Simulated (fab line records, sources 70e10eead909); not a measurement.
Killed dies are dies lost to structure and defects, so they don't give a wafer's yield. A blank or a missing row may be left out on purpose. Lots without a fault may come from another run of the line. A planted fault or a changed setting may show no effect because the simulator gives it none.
One fault seen from 2 desks | flow nand_harc | each desk has only its own numbers; what lay behind them comes last

THE METROLOGY DESK
What the gauges read, lot by lot, whatever tool the lot ran on: means of the sampled wafers that have a number. A lot is out of limits, marked OUT, if its mean lies more than 4 standard deviations from the usual mean; the brackets give that distance.
Columns: A = thk_nm at NHARC_P_M0_THK_MEAS_24, usual 117.6 nm; B = cd_nm at NHARC_P_M1_CD_MEAS_09, usual 130.2 nm; C = cd_nm at NHARC_P_M1_CD_MEAS_16, usual 130.3 nm
lot  | first seen here | A     | B     | C
L408 | day 6 01:16     | 119.4 | 130.6 | 130.4
L409 | day 6 08:53     | 119.2 | 129.9 | 130.6
L411 | day 7 07:26     | 117.8 | 130.3 | 130.4
L413 | day 8 06:07     | 118.4 | 129.7 | 130.0
L412 | day 8 06:40     | 117.6 | 131.2 | 130.9
L414 | day 9 00:35     | 118.6 | 130.2 | 130.2
L415 | day 9 11:43     | 116.8 | 130.3 | 130.6
L417 | day 10 06:40    | 116.3 | 130.1 | 129.6
L418 | day 10 14:20    | 116.5 | 130.1 | 128.9
L422 | day 12 03:52    | 116.0 | 130.1 | 130.7
L429 | day 15 08:18    | 119.0 | 130.2 | 130.0
L430 | day 15 19:37    | 116.8 | 130.3 | 130.1
This desk's finding: nothing out of limits on any of the 12 lots.

THE TOOL OWNER'S DESK: rie_diel-09
The tool's own readings at NHARC_P_M1_ETCH_28 (etches the open film in CF4/N2, target depth 30 nm, time 72.99 s): means of the sampled wafers that have a number, for each lot that ran on this tool. A lot is out of limits, marked OUT, if its mean lies more than 4 standard deviations from the usual mean; the brackets give that distance.
Columns: A = chamber_pressure_mTorr at NHARC_P_M1_ETCH_28, usual 30.000 mTorr; B = drypump_motor_current_A at NHARC_P_M1_ETCH_28, usual 5.9 A; C = oes_product_au at NHARC_P_M1_ETCH_28, usual 1.000 a.u.; D = rf_vpp_V at NHARC_P_M1_ETCH_28, usual 314.8 V; E = showerhead_plenum_p_Torr at NHARC_P_M1_ETCH_28, usual 2.67 Torr; F = throttle_valve_pct at NHARC_P_M1_ETCH_28, usual 19.795 %
lot  | first seen here | A      | B   | C     | D     | E    | F
L408 | day 6 03:29     | 29.987 | 5.8 | 0.999 | 316.1 | 2.73 | 19.806
L409 | day 6 11:22     | 29.985 | 5.8 | 0.998 | 316.1 | 2.73 | 19.795
L411 | day 7 09:38     | 30.007 | 5.7 | 1.005 | 314.3 | 2.67 | 19.796
L412 | day 8 09:02     | 29.993 | 5.6 | 0.993 | 314.7 | 2.67 | 19.805
L414 | day 9 02:56     | 30.014 | 6.0 | 0.999 | 316.6 | 2.75 | 19.801
L417 | day 10 09:01    | 30.020 | 5.8 | 0.998 | 315.1 | 2.73 | 19.797
L418 | day 10 16:40    | 30.012 | 6.1 | 1.011 | 317.2 | 2.80 | 19.796
L429 | day 15 10:33    | 30.002 | 6.0 | 0.957 | 316.0 | 2.77 | 19.802
L430 | day 15 21:59    | 29.981 | 5.9 | 0.960 | 316.4 | 2.73 | 19.796
This desk's finding: nothing out of limits on any of the 9 lots.

PUT TOGETHER
The metrology desk saw nothing out of limits.
The tool owner's desk saw nothing out of limits.

WHAT THE SIMULATOR HAD PUT IN
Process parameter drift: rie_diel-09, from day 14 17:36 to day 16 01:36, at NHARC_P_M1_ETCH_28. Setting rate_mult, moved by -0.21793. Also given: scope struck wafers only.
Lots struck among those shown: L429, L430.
